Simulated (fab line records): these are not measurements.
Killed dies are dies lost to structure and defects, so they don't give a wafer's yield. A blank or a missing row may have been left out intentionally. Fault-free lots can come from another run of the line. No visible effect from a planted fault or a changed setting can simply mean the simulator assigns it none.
Matching of chambers -- flow nandHarc -- NHARC_A_CHANNEL_HOLE_D1_ETCH_44 on rieDiel-03 has 4 sister chambers
The step etches the open film in CF4/O2, target depth 140 nm, overetch 14 nm, time 77 s. 4 wafers are shown with their chamber, then 12 later ones without.

== WAFERS PAIRED WITH THEIR CHAMBERS ==
wafer,chamber,drypumpMotorCurrentA (A)
L092.2,0,6.2
L092.3,3,6.3
L092.5,1,6.2
L092.6,2,5.3

== WAFERS WHOSE CHAMBER IS MISSING ==
wafer,drypumpMotorCurrentA (A)
L093.3,6.3
L093.5,5.2
L093.6,6.3
L097.1,6.2
L097.2,5.2
L097.4,6.3
L097.3,6.2
L097.5,6.4
L097.6,6.2
L095.1,5.2
L095.2,6.2
L095.5,5.2

== WHICH CHAMBER EACH ONE RAN IN ==
wafer,from the rows above,in truth
L093.3,can't be placed: 3 or 0 or 1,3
L093.5,2,2
L093.6,can't be placed: 3 or 0 or 1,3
L097.1,can't be placed: 0 or 1 or 3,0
L097.2,2,2
L097.4,can't be placed: 3 or 0 or 1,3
L097.3,can't be placed: 0 or 1 or 3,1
L097.5,can't be placed: 3 or 0 or 1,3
L097.6,can't be placed: 0 or 1 or 3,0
L095.1,2,2
L095.2,can't be placed: 0 or 1 or 3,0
L095.5,2,2
Correctly placed: 4 of 12. Cannot be placed on the basis of these rows: 8; the candidates contain the true chamber in 8. Wrongly placed: 0.
How it was worked out, from the rows above alone: a wafer's distance from a chamber is the root of the sum, over the readings, of the square of ((its reading less the chamber's mean) divided by the reading's scatter). If the next closest chamber is less than 2 further off than the closest, the wafer can't be placed; otherwise it belongs to the closest. A chamber's mean is the mean of its shown wafers. The scatter: root of mean squared gap, hidden wafer to nearest shown wafer, with one shown wafer a chamber.
